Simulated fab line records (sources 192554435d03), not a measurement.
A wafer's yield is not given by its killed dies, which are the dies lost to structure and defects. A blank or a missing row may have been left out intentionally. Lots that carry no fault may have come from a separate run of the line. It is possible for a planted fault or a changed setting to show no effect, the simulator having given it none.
A lot that was struck, set against a sound lot	flow n5_finfet	20 steps out of a route of 1938
Sound: wafers L125.2, L125.3, L125.5. Struck: wafers L132.1, L132.5. (L132.4 of the same lot was not struck and is left out.) The cause comes at the end.
For every step that has rows: the tool of each side, followed by ch and its chambers, followed by its first start. Under that, the readings that differ: sound wafers	struck wafers	difference of the means	sigmas: that difference in standard deviations of wafers without a fault.
alike: a reading whose means differ by less than 2 such deviations, as well as words and numbers matching on both sides. not compared: withheld readings; readings where some wafer has no value; bounds like >300 that might hide an equal value; numbers whose values overlap and for which the record gives no deviation.
The two part at a step that has a row with sigmas, a row that says differs or no value, or rows on one side only. Numbers that have no deviation but don't overlap get no sigmas and don't part them. A reading that every wafer of one side lacks parts them only if that side has two wafers or more.

first, 1 step without rows for these wafers: N5_BEOL_M14_ETCH_67 (etches SiARC in CF4, target depth 143 nm, time 238.3 s).
N5_BEOL_M14_ETCH_68: etches SOC in N2/H2, time 450 s.
  sound on rie_diel-06 ch 0,1,2, day 12 04:03; struck on rie_diel-04 ch 0,3, day 13 19:11
  alike: drypump_motor_current_A, n2_flow_sccm, oes_product_au, rf_fwd_power_W, rf_vpp_V, showerhead_plenum_p_Torr, throttle_valve_pct
  not compared: rf_hours_counter_h
then, 3 steps without rows for these wafers: N5_BEOL_M14_STRIP_69 (strips in N2/H2); N5_BEOL_M14_TRENCH_ETCH_34 (etches SiO2 in C4F8/O2/Ar, target depth 556.65 nm, time 126.9 s); N5_BEOL_M14_STRIP_70 (strips in C4F8/O2/Ar).
N5_BEOL_M14_OCD_MEAS_35:
  sound on ocd-02, day 12 04:29; struck on ocd-02, day 13 19:37
  alike: trench_depth_nm
then, 4 steps without rows for these wafers: N5_BEOL_M14_STRIP_37 (strips in O2); N5_BEOL_M14_ETCH_38 (etches SiCN in CF4/N2, target depth 106.5 nm, time 120.6 s); N5_BEOL_M14_PRECLEAN_39 (cleans in residue remover, time 60 s); N5_BEOL_M14_SRD_40 (time 30 s, dry time 30 s).
N5_BEOL_M14_DEGAS_41: time 60 s.
  sound on pvd_sputter-03, day 12 04:53; struck on pvd_sputter-01, day 13 21:37
  alike: heater_power_w, susceptor_temp_C
N5_BEOL_M14_PRE_CLEAN_42: time 30 s.
  sound on pvd_sputter-03, day 12 04:56; struck on pvd_sputter-01, day 13 21:39
  alike: heater_power_w, susceptor_temp_C
N5_BEOL_M14_SPUTTER_43: material TaN, target thk 15 nm, time 24.19 s.
  sound on pvd_sputter-03, day 12 04:58; struck on pvd_sputter-01, day 13 21:41
reading	sound	struck	difference	sigmas
model.TaN_of_BEOL_M14_SPUTTER_43.thk_nm (nm)	15.4 14.8 14.6	19.8 20	+5.0	
  alike: cathode_dc_power_W, susceptor_temp_C, throttle_valve_pct
then, 1 step without rows for these wafers: N5_BEOL_M14_SPUTTER_44 (material Ta, target thk 15 nm, time 24.19 s).
N5_BEOL_M14_SPUTTER_45: material Cu, target thk 100 nm, time 16.67 s.
  sound on pvd_sputter-03, day 12 05:08; struck on pvd_sputter-01, day 13 21:51
  alike: cathode_dc_power_W, susceptor_temp_C, throttle_valve_pct
then, 1 step without rows for these wafers: N5_BEOL_M14_ECD_47 (material Cu, target thk 1248 nm).
N5_BEOL_M14_ANNEAL_48: time 90 s.
  sound on rtp_anneal-01 ch 0, day 12 05:29; struck on rtp_anneal-01 ch 0, day 13 22:09
  alike: wafer_temp_C_max
N5_BEOL_M14_CMP_49: polishes, stops on SiO2, t overpolish 5.2 s, target thk 560 nm.
  sound on cmp-03 ch 1,2, day 12 05:44; struck on cmp-03 ch 0,2, day 13 22:29
reading	sound	struck	difference	sigmas
barrier_field_endpoint_s (s)	11.3 10.8 11.0	13.6 13.4	+2.5	+7
  alike: edge_zone_pressure_frac, motor_current_A
N5_BEOL_M14_THK_MEAS_50: measures by xrf.
  sound on film_metro-02, day 12 06:02; struck on film_metro-02, day 13 22:45
  alike: M14_THK
N5_PASSIVATION_PROBE_49:
  the record has rows for the struck wafers here (prober-01, day 14 17:35) and none for the sound ones

== WHERE THEY PART ==
At N5_BEOL_M14_CMP_49 first; at N5_PASSIVATION_PROBE_49 last (within this record only).

WHY: what the simulator had put in
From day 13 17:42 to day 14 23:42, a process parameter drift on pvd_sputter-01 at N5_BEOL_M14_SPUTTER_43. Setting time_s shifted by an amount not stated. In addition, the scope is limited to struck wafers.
